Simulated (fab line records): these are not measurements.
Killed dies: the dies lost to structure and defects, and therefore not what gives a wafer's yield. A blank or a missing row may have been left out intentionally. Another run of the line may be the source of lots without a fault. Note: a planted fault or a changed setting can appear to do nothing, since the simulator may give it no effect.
fab line records + flow n5_finfet
[record]
- lots = 10
- wafers = 30
- last_day = 18
route steps=1938 shown BEOL_M2@911 BEOL_M4@1111 PASSIVATION@1936
lots untouched by any fault: they come from a run of this same line in which no faults occurred
start_h: hours from the record's first day to the start of the lot's first wafer shown + wait_h: hours since the lot's step before + " the same as in the row above + L1.1+2: a row that stands for several wafers + - no value, or no start was given + * or withheld: withheld + < > ~ a bound
route shown NAME@n: a module of which the file shows steps, and the number in the route of the first + usual: mean/standard deviation of fault-free wafers + same: alike in all rows + chamber/n: place in a boat + sites: readings site by site + _std_site: how widely they spread, as a standard deviation + _edge_site: outer sites' mean less inner sites' + radius_mm: for every site, how far away it sits from the centre of the wafer + mask NAME#n: copy n + behind: the tool/chamber that last shaped the wafer + hold: why the lot was held/for how many hours/how that ended + device: names the non-switching transistor (n, p or np) + end of line: the route-end tests of the same wafers + a step without rows: its recipe alone + killed: count of dies lost to structure and defects at first sort (not the wafer's yield) + map: a wafer's dies, marking killed ones x, the rest . and places with no die _
set.NAME: the setting the step ran with; set.NAME@STEP: the setting that earlier step ran with + model.NAME: the simulator's own value behind a step, which no gauge read
steps of the route over a sample of lots; a table a step, a row a wafer
services: from which hour (start_h, from the record's first day; less than 0 if before it) a tool's chamber was out of use, for how many hours, and why
[[steps]]
[step N5_BEOL_M2_ANNEAL_87]
[recipe]
- temp_c = 400
- time_s = 240
- ambient = vacuum
[usual]
- heater_power_w = 849/93
| lot.wafer | tool           | chamber | start_h | wait_h | heater_power_w |
|-----------|----------------|---------|---------|--------|----------------|
| L593.4    | pvd_sputter-01 | -       | 151.71  | 0.0    | 962            |
| L593.5    | "              | -       | "       | "      | 984            |
| L593.6    | "              | -       | "       | "      | 876            |
| L594.2    | pvd_sputter-03 | -       | 154.46  | 0.0    | 803            |
| L594.4    | "              | -       | "       | "      | 760            |
| L594.6    | "              | -       | "       | "      | 824            |
| L598.1    | pvd_sputter-03 | -       | 177.25  | 0.0    | 777            |
| L598.2    | "              | -       | "       | "      | 784            |
| L598.6    | "              | -       | "       | "      | 932            |
| L600.3    | pvd_sputter-01 | -       | 189.47  | 0.0    | 863            |
| L600.4    | "              | -       | "       | "      | 920            |
| L600.5    | "              | -       | "       | "      | 856            |
| L599.1    | pvd_sputter-01 | -       | 196.37  | 0.0    | 960            |
| L599.3    | "              | -       | "       | "      | 924            |
| L599.6    | "              | -       | "       | "      | 959            |
| L601.2    | pvd_sputter-01 | -       | 198.21  | 0.0    | 872            |
| L601.3    | "              | -       | "       | "      | 840            |
| L601.5    | "              | -       | "       | "      | 879            |
| L605.3    | pvd_sputter-01 | -       | 229.35  | 0.0    | 944            |
| L605.4    | "              | -       | "       | "      | 942            |
| L605.5    | "              | -       | "       | "      | 852            |
| L606.3    | pvd_sputter-03 | -       | 241.59  | 0.0    | 747            |
| L606.5    | "              | -       | "       | "      | 965            |
| L606.6    | "              | -       | "       | "      | 785            |
| L607.1    | pvd_sputter-03 | -       | 245.75  | 0.0    | 783            |
| L607.2    | "              | -       | "       | "      | 774            |
| L607.5    | "              | -       | "       | "      | 767            |
| L615.1    | pvd_sputter-02 | -       | 288.81  | 0.0    | 658            |
| L615.3    | "              | -       | "       | "      | 793            |
| L615.5    | "              | -       | "       | "      | 670            |
[step N5_BEOL_M2_SPUTTER_92]
[recipe]
- material = Cu
- target_thk_a = 45
- temp_c = -20
- chamber_pressure_pa = 0.07
- power_w = withheld
- time_s = 8.29
[usual]
- throttle_valve_pct = 30.1/1.1
| lot.wafer | tool           | chamber | start_h | wait_h | throttle_valve_pct |
|-----------|----------------|---------|---------|--------|--------------------|
| L593.4    | pvd_sputter-01 | -       | 152.29  | 0.1    | 29.7               |
| L593.5    | "              | -       | "       | "      | 31.5               |
| L593.6    | "              | -       | "       | "      | 30.7               |
| L594.2    | pvd_sputter-03 | -       | 155.04  | 0.1    | 31.0               |
| L594.4    | "              | -       | "       | "      | 31.3               |
| L594.6    | "              | -       | "       | "      | 29.2               |
| L598.1    | pvd_sputter-03 | -       | 177.83  | 0.1    | 30.9               |
| L598.2    | "              | -       | "       | "      | 29.3               |
| L598.6    | "              | -       | "       | "      | 30.6               |
| L600.3    | pvd_sputter-01 | -       | 190.05  | 0.1    | 31.0               |
| L600.4    | "              | -       | "       | "      | 29.5               |
| L600.5    | "              | -       | "       | "      | 31.5               |
| L599.1    | pvd_sputter-01 | -       | 196.95  | 0.1    | 31.6               |
| L599.3    | "              | -       | "       | "      | 29.4               |
| L599.6    | "              | -       | "       | "      | 31.3               |
| L601.2    | pvd_sputter-01 | -       | 198.79  | 0.1    | 31.0               |
| L601.3    | "              | -       | "       | "      | 31.5               |
| L601.5    | "              | -       | "       | "      | 31.1               |
| L605.3    | pvd_sputter-01 | -       | 229.93  | 0.1    | 31.6               |
| L605.4    | "              | -       | "       | "      | 29.2               |
| L605.5    | "              | -       | "       | "      | 30.9               |
| L606.3    | pvd_sputter-03 | -       | 242.17  | 0.1    | 31.5               |
| L606.5    | "              | -       | "       | "      | 30.9               |
| L606.6    | "              | -       | "       | "      | 30.9               |
| L607.1    | pvd_sputter-03 | -       | 246.33  | 0.1    | 29.5               |
| L607.2    | "              | -       | "       | "      | 31.5               |
| L607.5    | "              | -       | "       | "      | 31.5               |
| L615.1    | pvd_sputter-02 | -       | 289.39  | 0.1    | 30.0               |
| L615.3    | "              | -       | "       | "      | 29.5               |
| L615.5    | "              | -       | "       | "      | 29.9               |
[step N5_BEOL_M2_ECD_50]
[recipe]
- material = Cu
- target_thk_a = 3000
| lot.wafer  | tool      | chamber | start_h | wait_h |
|------------|-----------|---------|---------|--------|
| L593.4+5+6 | ecd_cu-02 | 1,1,0   | 152.87  | 0.1    |
| L594.2+4+6 | ecd_cu-02 | 1,0,1   | 155.59  | 0.1    |
| L598.1+2+6 | ecd_cu-01 | 1,0,0   | 178.38  | 0.1    |
| L600.3+4+5 | ecd_cu-01 | 0,1,1   | 190.63  | 0.1    |
| L599.1+3+6 | ecd_cu-01 | 1,0,0   | 197.51  | 0.1    |
| L601.2+3+5 | ecd_cu-02 | 0,0,1   | 199.35  | 0.1    |
| L605.3+4+5 | ecd_cu-02 | 1,0,1   | 230.50  | 0.1    |
| L606.3+5+6 | ecd_cu-01 | 0,1,0   | 242.75  | 0.1    |
| L607.1+2+5 | ecd_cu-01 | 0,1,0   | 246.89  | 0.1    |
| L615.1+3+5 | ecd_cu-02 | 0,1,0   | 289.94  | 0.1    |
[step N5_BEOL_M2_CMP_52]
[recipe]
- stop_on = SiOC
- t_overpolish_s = 6.8
- down_force_psi = 1
- platen_rpm = 50
- clearing_platen_down_force_psi = 1.5
- clearing_platen_rpm = 50
- post_cmp_clean = cu_alkaline
- target_thk_nm = 40
- clearing_platen_pad_velocity_m_s = 0.99484
- pad_velocity_m_s = 0.99484
[usual]
- motor_current_A = 6.2/0.52
- retaining_ring_pressure_frac = 1.000/0.0047
- time_to_endpoint_s = 62.3/2.9
| lot.wafer | tool   | chamber | start_h | wait_h | motor_current_A | retaining_ring_pressure_frac | time_to_endpoint_s |
|-----------|--------|---------|---------|--------|-----------------|------------------------------|--------------------|
| L593.4    | cmp-02 | 3       | 153.27  | 0.1    | 6.0             | 1.004                        | 65.1               |
| L593.5    | "      | 3       | "       | "      | 6.3             | 1.006                        | 62.3               |
| L593.6    | "      | 0       | "       | "      | 6.2             | 1.003                        | 62.3               |
| L594.4    | cmp-01 | 3       | 155.97  | 0.1    | 6.4             | 0.999                        | 59.4               |
| L594.2    | "      | 0       | "       | "      | 7.4             | 1.000                        | 59.5               |
| L594.6    | "      | 3       | "       | "      | 6.1             | 0.993                        | 63.5               |
| L598.2    | cmp-02 | 0       | 178.76  | 0.2    | 5.9             | 0.999                        | 65.0               |
| L598.1    | "      | 3       | "       | "      | 5.8             | 0.999                        | 62.3               |
| L598.6    | "      | 1       | "       | "      | 5.8             | 1.003                        | 64.6               |
| L600.4    | cmp-04 | 3       | 191.16  | 0.1    | 6.0             | 1.000                        | 64.6               |
| L600.3    | "      | 0       | "       | "      | 6.9             | 1.000                        | 59.0               |
| L600.5    | "      | 3       | "       | "      | 5.8             | 0.999                        | 63.0               |
| L599.1    | cmp-04 | 0       | 197.94  | 0.3    | 7.0             | 1.006                        | 60.4               |
| L599.3    | "      | 2       | "       | "      | 6.3             | 0.993                        | 66.0               |
| L599.6    | "      | 3       | "       | "      | 5.8             | 0.997                        | 60.9               |
| L601.3    | cmp-04 | 3       | 199.72  | 0.2    | 6.0             | 1.004                        | 59.6               |
| L601.2    | "      | 0       | "       | "      | 7.4             | 0.989                        | 61.1               |
| L601.5    | "      | 3       | "       | "      | 6.0             | 1.001                        | 56.9               |
| L605.4    | cmp-01 | 0       | 231.11  | 0.2    | 7.3             | 0.999                        | 60.9               |
| L605.3    | "      | 1       | "       | "      | 6.2             | 0.999                        | 66.9               |
| L605.5    | "      | 3       | "       | "      | 5.8             | 1.001                        | 62.3               |
| L606.3    | cmp-02 | 0       | 243.26  | 0.3    | 6.0             | 0.999                        | 63.2               |
| L606.5    | "      | 1       | "       | "      | 6.0             | 0.999                        | 37.2               |
| L606.6    | "      | 2       | "       | "      | 6.2             | 1.004                        | 62.0               |
| L607.2    | cmp-02 | 3       | 247.26  | 0.2    | 5.9             | 1.002                        | 63.2               |
| L607.1    | "      | 2       | "       | "      | 6.3             | 1.001                        | 32.5               |
| L607.5    | "      | 0       | "       | "      | 6.0             | 0.999                        | 34.5               |
| L615.1    | cmp-01 | 0       | 290.36  | 0.3    | 7.5             | 1.000                        | 60.3               |
| L615.3    | "      | 2       | "       | "      | 6.1             | 1.006                        | 63.5               |
| L615.5    | "      | 0       | "       | "      | 7.0             | 0.999                        | 61.4               |
[step N5_BEOL_M2_THK_MEAS_53]
[recipe]
- thk_meas_gauge = xrf
- reads = Cu_of_BEOL_M2_ECD_50
[usual]
- M2_THK = 39.6/1.6
| lot.wafer | tool          | chamber | start_h | wait_h | M2_THK[nm] |
|-----------|---------------|---------|---------|--------|------------|
| L593.4    | film_metro-01 | -       | 153.57  | -      | 38.6       |
| L593.5    | "             | -       | "       | "      | 39.4       |
| L593.6    | "             | -       | "       | "      | 39.2       |
| L594.2    | film_metro-01 | -       | 156.26  | -      | 40.5       |
| L594.4    | "             | -       | "       | "      | 38.4       |
| L594.6    | "             | -       | "       | "      | 39.2       |
| L598.1    | film_metro-01 | -       | 179.05  | -      | 41.0       |
| L598.2    | "             | -       | "       | "      | 41.1       |
| L598.6    | "             | -       | "       | "      | 41.5       |
| L600.3    | film_metro-02 | -       | 191.45  | -      | 38.9       |
| L600.4    | "             | -       | "       | "      | 39.7       |
| L600.5    | "             | -       | "       | "      | 39.4       |
| L599.1    | film_metro-02 | -       | 198.19  | -      | 37.7       |
| L599.3    | "             | -       | "       | "      | 41.0       |
| L599.6    | "             | -       | "       | "      | 39.2       |
| L601.2    | film_metro-01 | -       | 200.02  | -      | 39.2       |
| L601.3    | "             | -       | "       | "      | 38.2       |
| L601.5    | "             | -       | "       | "      | 37.5       |
| L605.3    | film_metro-01 | -       | 231.33  | -      | 41.2       |
| L605.4    | "             | -       | "       | "      | 36.5       |
| L605.5    | "             | -       | "       | "      | 39.6       |
| L606.3    | film_metro-01 | -       | 243.45  | -      | 39.8       |
| L606.5    | "             | -       | "       | "      | 41.3       |
| L606.6    | "             | -       | "       | "      | 38.2       |
| L607.1    | film_metro-02 | -       | 247.56  | -      | 40.4       |
| L607.2    | "             | -       | "       | "      | 38.8       |
| L607.5    | "             | -       | "       | "      | 41.6       |
| L615.1    | film_metro-02 | -       | 290.61  | -      | 39.3       |
| L615.3    | "             | -       | "       | "      | 38.9       |
| L615.5    | "             | -       | "       | "      | 39.5       |
[step N5_BEOL_M4_RC_MEAS_101]
[usual]
- DIBL_N = 36.7/1.8
- DIBL_P = 37.0/2.4
- IOFF_N = 0.17/0.036
- IOFF_P = 0.22/0.042
- ION_N = 673/12
- ION_P = 462/8.5
- SS_N = 71.7/0.62
- SS_P = 73.4/0.65
- VT_N = 250/3.7
- VT_P = -250/3.7
| lot.wafer | tool      | chamber | start_h | wait_h | DIBL_N[mV/V] | DIBL_P[mV/V] | IOFF_N[nA/um] | IOFF_P[nA/um] | ION_N[uA/um] | ION_P[uA/um] | SS_N[mV/dec] | SS_P[mV/dec] | VT_N[mV] | VT_P[mV] |
|-----------|-----------|---------|---------|--------|--------------|--------------|---------------|---------------|--------------|--------------|--------------|--------------|----------|----------|
| L594.2    | prober-02 | 0       | 188.56  | 0.2    | 38.5         | 39.0         | 0.19          | 0.25          | 671          | 461          | 71.5         | 73.3         | 250      | -250     |
| L594.4    | "         | 0       | "       | "      | 38.2         | 39.0         | 0.21          | 0.24          | 675          | 460          | 71.9         | 74.6         | 245      | -250     |
| L594.6    | "         | 0       | "       | "      | 37.8         | 37.4         | 0.19          | 0.22          | 667          | 457          | 72.0         | 73.4         | 250      | -249     |
| L593.4    | prober-01 | 0       | 190.83  | 0.5    | 38.0         | 39.7         | 0.19          | 0.24          | 682          | 462          | 72.3         | 73.6         | 247      | -250     |
| L593.5    | "         | 0       | "       | "      | 36.5         | 37.5         | 0.16          | 0.20          | 676          | 460          | 71.0         | 73.5         | 250      | -252     |
| L593.6    | "         | 0       | "       | "      | 37.5         | 39.1         | 0.18          | 0.23          | 678          | 458          | 71.5         | 74.0         | 248      | -251     |
| L598.1    | prober-01 | 0       | 204.56  | 0.0    | 37.7         | 38.4         | 0.17          | 0.21          | 670          | 455          | 72.2         | 73.5         | 251      | -253     |
| L598.2    | "         | 0       | "       | "      | 34.6         | 34.7         | 0.13          | 0.16          | 671          | 456          | 71.1         | 72.0         | 252      | -255     |
| L598.6    | "         | 0       | "       | "      | 35.9         | 35.1         | 0.14          | 0.17          | 655          | 447          | 71.1         | 73.6         | 252      | -254     |
| L600.3    | prober-02 | 0       | 224.45  | 0.3    | 36.2         | 37.7         | 0.16          | 0.22          | 675          | 471          | 71.6         | 73.5         | 249      | -246     |
| L600.4    | "         | 0       | "       | "      | 33.3         | 33.2         | 0.12          | 0.17          | 663          | 460          | 71.1         | 72.6         | 254      | -251     |
| L600.5    | "         | 0       | "       | "      | 37.4         | 38.6         | 0.18          | 0.25          | 677          | 468          | 72.3         | 73.3         | 248      | -248     |
| L599.1    | prober-01 | 0       | 233.22  | 0.0    | 35.5         | 35.9         | 0.15          | 0.21          | 669          | 461          | 71.5         | 72.5         | 248      | -252     |
| L599.3    | "         | 0       | "       | "      | 36.9         | 37.3         | 0.17          | 0.22          | 669          | 460          | 72.1         | 73.8         | 250      | -252     |
| L599.6    | "         | 0       | "       | "      | 39.9         | 40.9         | 0.24          | 0.27          | 687          | 463          | 73.2         | 74.7         | 244      | -250     |
| L601.2    | prober-02 | 0       | 233.76  | 0.2    | 41.1         | 41.2         | 0.24          | 0.27          | 692          | 467          | 72.5         | 73.7         | 244      | -251     |
| L601.3    | "         | 0       | "       | "      | 38.2         | 38.3         | 0.18          | 0.20          | 672          | 456          | 72.0         | 73.1         | 248      | -255     |
| L601.5    | "         | 0       | "       | "      | 37.5         | 37.9         | 0.17          | 0.21          | 670          | 451          | 71.7         | 73.3         | 247      | -251     |
| L605.3    | prober-01 | 0       | 262.71  | 0.3    | 36.3         | 38.6         | 0.17          | 0.25          | 680          | 468          | 71.7         | 74.3         | 246      | -247     |
| L605.4    | "         | 0       | "       | "      | 31.7         | 31.5         | 0.10          | 0.15          | 651          | 457          | 69.3         | 72.0         | 256      | -250     |
| L605.5    | "         | 0       | "       | "      | 38.1         | 40.0         | 0.20          | 0.28          | 668          | 464          | 72.6         | 74.5         | 248      | -248     |
| L606.3    | prober-01 | 0       | 271.27  | 0.3    | 34.9         | 37.2         | 0.14          | 0.22          | 669          | 465          | 70.8         | 73.9         | 252      | -251     |
| L606.5    | "         | 0       | "       | "      | 35.1         | 36.2         | 0.13          | 0.19          | 664          | 460          | 71.2         | 74.0         | 255      | -253     |
| L606.6    | "         | 0       | "       | "      | 34.5         | 36.0         | 0.13          | 0.19          | 674          | 463          | 71.3         | 73.4         | 250      | -253     |
| L607.1    | prober-01 | 0       | 280.22  | 0.0    | 36.7         | 38.6         | 0.16          | 0.23          | 667          | 458          | 71.5         | 74.3         | 250      | -251     |
| L607.2    | "         | 0       | "       | "      | 35.1         | 35.9         | 0.14          | 0.18          | 662          | 453          | 72.0         | 74.2         | 252      | -257     |
| L607.5    | "         | 0       | "       | "      | 37.1         | 38.7         | 0.19          | 0.23          | 691          | 466          | 71.7         | 74.5         | 245      | -253     |
| L615.1    | prober-02 | 0       | 330.73  | 0.0    | 37.6         | 38.4         | 0.18          | 0.24          | 684          | 467          | 72.0         | 72.7         | 248      | -250     |
| L615.3    | "         | 0       | "       | "      | 36.9         | 37.5         | 0.16          | 0.22          | 671          | 460          | 71.8         | 73.1         | 249      | -254     |
| L615.5    | "         | 0       | "       | "      | 36.6         | 37.7         | 0.16          | 0.23          | 676          | 469          | 71.8         | 73.9         | 249      | -251     |
[step N5_PASSIVATION_PROBE_49]
[usual]
- defect_limited_yield = 91.1/1.4
- killed_at_M0_to_M3 = 32/9.3
- killed_at_M4_up = 13/5.8
- killed_at_contacts = 12/6.3
- killed_at_front_end = 44/12
- killed_at_other = 3.6/2.7
- killed_dies = 104/17
- killed_open = 69/13
- killed_short = 34/6.9
- sort_bin_5_function = 5.2/0.98
- sort_bin_6_memory = 3.3/0.59
- sort_bin_8_speed = 0.01/0.039
- sort_n_pass = 1075/17
[same]
- gross_dies = 1180
- killed_at_back_side = 0
- sort_bin_4_leakage[%] = 0
| lot.wafer | tool      | chamber | start_h | wait_h | defect_limited_yield[%] | killed_at_M0_to_M3 | killed_at_M4_up | killed_at_contacts | killed_at_front_end | killed_at_other | killed_dies | killed_open | killed_short | sort_bin_5_function[%] | sort_bin_6_memory[%] | sort_bin_8_speed[%] | sort_n_pass |
|-----------|-----------|---------|---------|--------|-------------------------|--------------------|-----------------|--------------------|---------------------|-----------------|-------------|-------------|--------------|------------------------|----------------------|---------------------|-------------|
| L593.4    | prober-01 | -       | 288.09  | 0.2    | 90.2                    | 35                 | 11              | 10                 | 54                  | 6               | 116         | 64          | 43           | 5.9                    | 3.1                  | 0                   | 1064        |
| L593.5    | prober-01 | -       | 288.14  | 0.2    | 91.7                    | 26                 | 5               | 13                 | 53                  | 1               | 98          | 62          | 35           | 5.3                    | 2.8                  | 0                   | 1082        |
| L593.6    | prober-01 | -       | 288.19  | 0.3    | 91.7                    | 39                 | 12              | 11                 | 32                  | 4               | 98          | 70          | 28           | 4.7                    | 3.5                  | 0                   | 1082        |
| L594.2    | prober-01 | -       | 292.65  | 0.1    | 90.6                    | 20                 | 17              | 11                 | 62                  | 1               | 111         | 74          | 32           | 5.3                    | 3.4                  | 0                   | 1069        |
| L594.4    | prober-01 | -       | 292.75  | 0.2    | 91.0                    | 33                 | 11              | 6                  | 54                  | 2               | 106         | 67          | 38           | 5.8                    | 3.1                  | 0                   | 1074        |
| L594.6    | prober-01 | -       | 292.85  | 0.3    | 92.9                    | 31                 | 18              | 13                 | 21                  | 1               | 84          | 57          | 26           | 4.1                    | 2.8                  | 0                   | 1096        |
| L600.3    | prober-01 | -       | 332.76  | 0.1    | 92.8                    | 37                 | 6               | 5                  | 32                  | 5               | 85          | 59          | 24           | 4.3                    | 2.8                  | 0                   | 1095        |
| L600.4    | prober-01 | -       | 332.81  | 0.2    | 90.7                    | 38                 | 13              | 6                  | 43                  | 10              | 110         | 69          | 36           | 5.6                    | 3.3                  | 0                   | 1070        |
| L600.5    | prober-01 | -       | 332.86  | 0.2    | 94.0                    | 29                 | 2               | 5                  | 22                  | 13              | 71          | 47          | 24           | 3.4                    | 2.3                  | 0                   | 1109        |
| L599.1    | prober-01 | -       | 336.53  | 0.0    | 89.1                    | 35                 | 12              | 9                  | 71                  | 2               | 129         | 88          | 40           | 6.8                    | 3.6                  | 0                   | 1051        |
| L599.3    | prober-01 | -       | 336.63  | 0.1    | 89.7                    | 40                 | 18              | 9                  | 51                  | 4               | 122         | 83          | 33           | 6.1                    | 3.6                  | 0                   | 1058        |
| L599.6    | prober-01 | -       | 336.78  | 0.3    | 91.0                    | 28                 | 18              | 8                  | 49                  | 3               | 106         | 70          | 35           | 4.4                    | 4.0                  | 0                   | 1074        |
| L605.3    | prober-02 | -       | 360.90  | 0.1    | 92.3                    | 34                 | 25              | 9                  | 23                  | 0               | 91          | 53          | 36           | 4.8                    | 2.6                  | 0                   | 1089        |
| L605.4    | prober-02 | -       | 360.95  | 0.2    | 92.0                    | 29                 | 17              | 8                  | 39                  | 1               | 94          | 58          | 35           | 5.0                    | 2.8                  | 0                   | 1086        |
| L605.5    | prober-02 | -       | 361.00  | 0.2    | 89.9                    | 35                 | 22              | 5                  | 56                  | 1               | 119         | 78          | 39           | 5.7                    | 4.2                  | 0                   | 1061        |
| L606.3    | prober-01 | -       | 375.41  | 0.1    | 87.7                    | 25                 | 14              | 20                 | 82                  | 4               | 145         | 101         | 44           | 7.5                    | 4.7                  | 0                   | 1035        |
| L606.5    | prober-01 | -       | 375.51  | 0.2    | 91.9                    | 33                 | 10              | 10                 | 38                  | 5               | 96          | 56          | 39           | 4.9                    | 3.0                  | 0                   | 1084        |
| L606.6    | prober-01 | -       | 375.56  | 0.3    | 90.2                    | 30                 | 16              | 19                 | 48                  | 3               | 116         | 80          | 36           | 5.8                    | 4.0                  | 0                   | 1064        |
// killed by level:class
L593.4 FIN_SAQP:geometric_particle:open=14 BEOL_M0_SAQP:geometric_particle:short=10 MOL_CONTACT_COAG:geometric_particle:open=8 BEOL_M0_SAQP:geometric_particle:open=8 STI_FIN_REVEAL:geometric_particle:open=7 GATE_CUT:geometric_particle:short=7 FIN_SAQP:geometric_particle:short=6 BEOL_M1:geometric_particle:open=6
L593.5 FIN_SAQP:geometric_particle:short=18 FIN_SAQP:geometric_particle:open=14 BEOL_M1:geometric_particle:open=9 MOL_CONTACT_COAG:geometric_particle:open=9 STI_FIN_REVEAL:geometric_particle:open=6 BEOL_M0_SAQP:geometric_particle:open=6 STARTING-WAFER:geometric_particle:open=5 MOL_CONTACT_COAG:geometric_particle:short=4
L593.6 FIN_SAQP:geometric_particle:open=13 MOL_CONTACT_COAG:geometric_particle:open=10 BEOL_M1:geometric_particle:open=9 FIN_SAQP:geometric_particle:short=8 BEOL_M3:geometric_particle:open=6 BEOL_M0_SAQP:geometric_particle:open=5 BEOL_M0:geometric_particle:open=5 BEOL_M1:geometric_particle:short=4
L594.2 FIN_SAQP:geometric_particle:open=20 BEOL_M4:geometric_particle:open=11 FIN_SAQP:geometric_particle:short=9 MOL_CONTACT_COAG:geometric_particle:open=8 STI_FIN_REVEAL:geometric_particle:open=5 DUMMY_GATE:geometric_particle:open=4 BEOL_M0_SAQP:geometric_particle:open=4 HKMG_FIN:area_etch=4
L594.4 FIN_SAQP:geometric_particle:short=14 STI_FIN_REVEAL:geometric_particle:open=11 FIN_SAQP:geometric_particle:open=9 BEOL_M3:geometric_particle:open=9 BEOL_M0_SAQP:geometric_particle:open=7 MOL_CONTACT_COAG:geometric_particle:open=5 STARTING-WAFER:geometric_particle:open=5 GATE_CUT:geometric_particle:short=4
L594.6 MOL_CONTACT_COAG:geometric_particle:open=10 BEOL_M3:geometric_particle:open=8 BEOL_M4:geometric_particle:open=7 BEOL_M0_SAQP:geometric_particle:open=5 STI_FIN_REVEAL:geometric_particle:open=4 GATE_CUT:geometric_particle:short=4 BEOL_M0:geometric_particle:short=4 BEOL_M7:geometric_particle:open=4
L600.3 BEOL_M3:geometric_particle:open=12 STI_FIN_REVEAL:geometric_particle:open=10 BEOL_M1:geometric_particle:open=10 DUMMY_GATE:geometric_particle:open=5 BEOL_M3:geometric_particle:short=5 FIN_SAQP:geometric_particle:open=3 SPACER0:geometric_particle:short=3 MOL_CONTACT_COAG:geometric_particle:open=3
L600.4 STI_FIN_REVEAL:geometric_particle:open=10 DUMMY_GATE:geometric_particle:open=10 BEOL_M1:geometric_particle:open=6 BEOL_M2:geometric_particle:open=6 BEOL_M3:geometric_particle:open=6 MOL_CONTACT_COAG:geometric_particle:open=5 BEOL_M0:geometric_particle:open=5 MIM_TOP_ETCH:geometric_particle:short=5
L600.5 BEOL_M1:geometric_particle:open=10 BEOL_M3:geometric_particle:open=9 DUMMY_GATE:geometric_particle:open=4 GATE_CUT:geometric_particle:short=4 MIM_TOP_ETCH:geometric_particle:open=4 MOL_CONTACT_COAG:geometric_particle:open=3 BEOL_M2:geometric_particle:open=3 STARTING-WAFER:geometric_particle:short=3
L599.1 FIN_SAQP:geometric_particle:open=18 STI_FIN_REVEAL:geometric_particle:open=16 FIN_SAQP:geometric_particle:short=13 BEOL_M1:geometric_particle:open=9 BEOL_M4:geometric_particle:open=9 MOL_CONTACT_COAG:geometric_particle:open=8 BEOL_M2:geometric_particle:short=7 BEOL_M2:geometric_particle:open=5
L599.3 STI_FIN_REVEAL:geometric_particle:open=23 BEOL_M0_SAQP:geometric_particle:short=11 BEOL_M4:geometric_particle:open=10 FIN_SAQP:geometric_particle:open=8 MOL_CONTACT_COAG:geometric_particle:open=8 BEOL_M1:geometric_particle:open=8 BEOL_M0_SAQP:geometric_particle:open=7 BEOL_M2:geometric_particle:open=5
L599.6 STI_FIN_REVEAL:geometric_particle:open=13 DUMMY_GATE:geometric_particle:open=11 BEOL_M2:geometric_particle:open=7 BEOL_M5:geometric_particle:open=7 GATE_CUT:geometric_particle:short=7 BEOL_M1:geometric_particle:open=6 MOL_CONTACT_COAG:geometric_particle:short=5 BEOL_M0_SAQP:geometric_particle:short=5
L605.3 BEOL_M4:geometric_particle:open=14 BEOL_M0_SAQP:geometric_particle:short=11 MOL_CONTACT_COAG:geometric_particle:open=7 BEOL_M0_SAQP:geometric_particle:open=7 BEOL_M2:geometric_particle:open=6 FIN_SAQP:geometric_particle:open=5 STI_FIN_REVEAL:geometric_particle:open=5 BEOL_M2:geometric_particle:short=5
L605.4 FIN_SAQP:geometric_particle:short=14 FIN_SAQP:geometric_particle:open=10 BEOL_M4:geometric_particle:open=10 BEOL_M0_SAQP:geometric_particle:open=8 STI_FIN_REVEAL:geometric_particle:open=7 MOL_CONTACT_COAG:geometric_particle:open=6 BEOL_M2:geometric_particle:open=6 BEOL_M0_SAQP:geometric_particle:short=4
L605.5 FIN_SAQP:geometric_particle:open=19 BEOL_M1:geometric_particle:short=10 FIN_SAQP:geometric_particle:short=9 STI_FIN_REVEAL:geometric_particle:open=9 BEOL_M0_SAQP:geometric_particle:open=9 BEOL_M4:geometric_particle:open=9 DUMMY_GATE:geometric_particle:open=5 BEOL_M2:geometric_particle:open=5
L606.3 STI_FIN_REVEAL:geometric_particle:open=25 MOL_CONTACT_COAG:geometric_particle:open=15 BEOL_M3:geometric_particle:open=13 FIN_SAQP:geometric_particle:short=9 ILD0:geometric_particle:open=9 FIN_SAQP:geometric_particle:open=8 DUMMY_GATE:geometric_particle:open=6 ILD0:geometric_particle:short=5
L606.5 BEOL_M0_SAQP:geometric_particle:short=10 MOL_CONTACT_COAG:geometric_particle:open=9 FIN_SAQP:geometric_particle:short=8 BEOL_M2:geometric_particle:open=8 STI_FIN_REVEAL:geometric_particle:open=6 BEOL_M3:geometric_particle:open=5 BEOL_M4:geometric_particle:open=5 GATE_CUT:geometric_particle:short=4
L606.6 MOL_CONTACT_COAG:geometric_particle:open=16 FIN_SAQP:geometric_particle:open=13 FIN_SAQP:geometric_particle:short=9 BEOL_M2:geometric_particle:open=8 BEOL_M4:geometric_particle:open=8 STI_FIN_REVEAL:geometric_particle:open=4 DUMMY_GATE:geometric_particle:open=4 BEOL_M0_SAQP:geometric_particle:open=4
[[services]]
| tool      | chamber | start_h | hours | kind                           |
|-----------|---------|---------|-------|--------------------------------|
| cmp-01    | -       | 140.20  | 1.9   | repair                         |
| cmp-04    | -       | 141.14  | 4.0   | pm                             |
| cmp-04    | -       | 145.14  | -     | consumable_replace:conditioner |
| cmp-04    | -       | 145.14  | -     | consumable_replace:pad         |
| cmp-02    | -       | 150.48  | 1.0   | repair                         |
| ecd_cu-01 | -       | 162.25  | 1.8   | repair                         |
| cmp-02    | -       | 224.86  | 4.0   | pm                             |
| cmp-02    | -       | 228.86  | -     | consumable_replace:conditioner |
| cmp-02    | -       | 228.86  | -     | consumable_replace:pad         |
| cmp-01    | -       | 231.26  | 4.0   | pm                             |
| cmp-01    | -       | 235.26  | -     | consumable_replace:conditioner |
| cmp-01    | -       | 235.26  | -     | consumable_replace:pad         |
| ecd_cu-01 | -       | 250.18  | 0.6   | repair                         |
| cmp-01    | -       | 258.05  | 0.7   | repair                         |
| cmp-01    | -       | 274.28  | 3.0   | repair                         |
| ecd_cu-01 | -       | 277.76  | 1.1   | repair                         |
| cmp-02    | -       | 287.83  | 1.1   | repair                         |
| cmp-04    | -       | 290.14  | 1.1   | repair                         |
[[key]]
[first_sign]
- step = N5_BEOL_M2_CMP_52
- reading = time_to_endpoint_s
- direction = down
- sigmas = 9.6
- usual = *
- struck = *
effect none on later readings
met_at N5_BEOL_M2_ECD_50
struck_lots L606,L607
struck_wafers L606.5,L607.1,L607.5
not_acting_at N5_BEOL_M2_ANNEAL_87,N5_BEOL_M2_SPUTTER_92,N5_BEOL_M2_THK_MEAS_53
onset_between 197.51 242.75
[fault]
- kind = process_parameter_drift
- tool = ecd_cu-01
- chamber = -
- onset_h = 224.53
- steps = N5_BEOL_M2_ECD_50
- channel = target_thk_a
- offset = *
- shape = step
- end_h = 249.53
- scope = struck_wafers_only
- acts_in = *
- stated = *
